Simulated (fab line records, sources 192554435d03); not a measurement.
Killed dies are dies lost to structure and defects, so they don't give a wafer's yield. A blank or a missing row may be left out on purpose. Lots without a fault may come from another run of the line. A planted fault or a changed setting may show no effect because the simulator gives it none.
One fault seen from 2 desks | flow n5_finfet | each desk has only its own numbers; what lay behind them comes last

THE TOOL OWNER'S DESK: pecvd-01
The tool's own readings at N5_BEOL_M14_DEP_53 (deposits SiCN from 3MS/NH3, target thk 50 nm, time 17.8 s): means of the sampled wafers that have a number, for each lot that ran on this tool. A lot is out of limits, marked OUT, if its mean lies more than 4 standard deviations from the usual mean; the brackets give that distance.
Columns: A = showerhead_plenum_p_Torr at N5_BEOL_M14_DEP_53, usual 4.166 Torr; B = throttle_valve_pct at N5_BEOL_M14_DEP_53, usual 18.4 %
lot  | first seen here | A     | B
L856 | day 10 18:01    | 4.151 | 17.6
L863 | day 13 00:01    | 4.171 | 17.7
L865 | day 13 03:48    | 4.155 | 17.4
This desk's finding: nothing out of limits on any of the 3 lots.

THE METROLOGY DESK
What the gauges read, lot by lot, whatever tool the lot ran on: means of the sampled wafers that have a number. A lot is out of limits, marked OUT, if its mean lies more than 4 standard deviations from the usual mean; the brackets give that distance.
Columns: A = M14_THK at N5_BEOL_M14_THK_MEAS_50, usual 551 nm; B = M14_RS at N5_BEOL_M14_RS_MEAS_54, usual 0.0335 ohm/sq
lot  | first seen here | A   | B
L856 | day 10 17:58    | 553 | 0.0337
L861 | day 12 05:46    | 562 | 0.0329
L863 | day 12 23:58    | 541 | 0.0337
L865 | day 13 03:44    | 549 | 0.0336
L871 | day 14 18:23    | 545 | 0.0340
L870 | day 14 20:22    | 568 | 0.0326
This desk's finding: nothing out of limits on any of the 6 lots.

PUT TOGETHER
The tool owner's desk saw nothing out of limits.
The metrology desk saw nothing out of limits.

WHAT THE SIMULATOR HAD PUT IN
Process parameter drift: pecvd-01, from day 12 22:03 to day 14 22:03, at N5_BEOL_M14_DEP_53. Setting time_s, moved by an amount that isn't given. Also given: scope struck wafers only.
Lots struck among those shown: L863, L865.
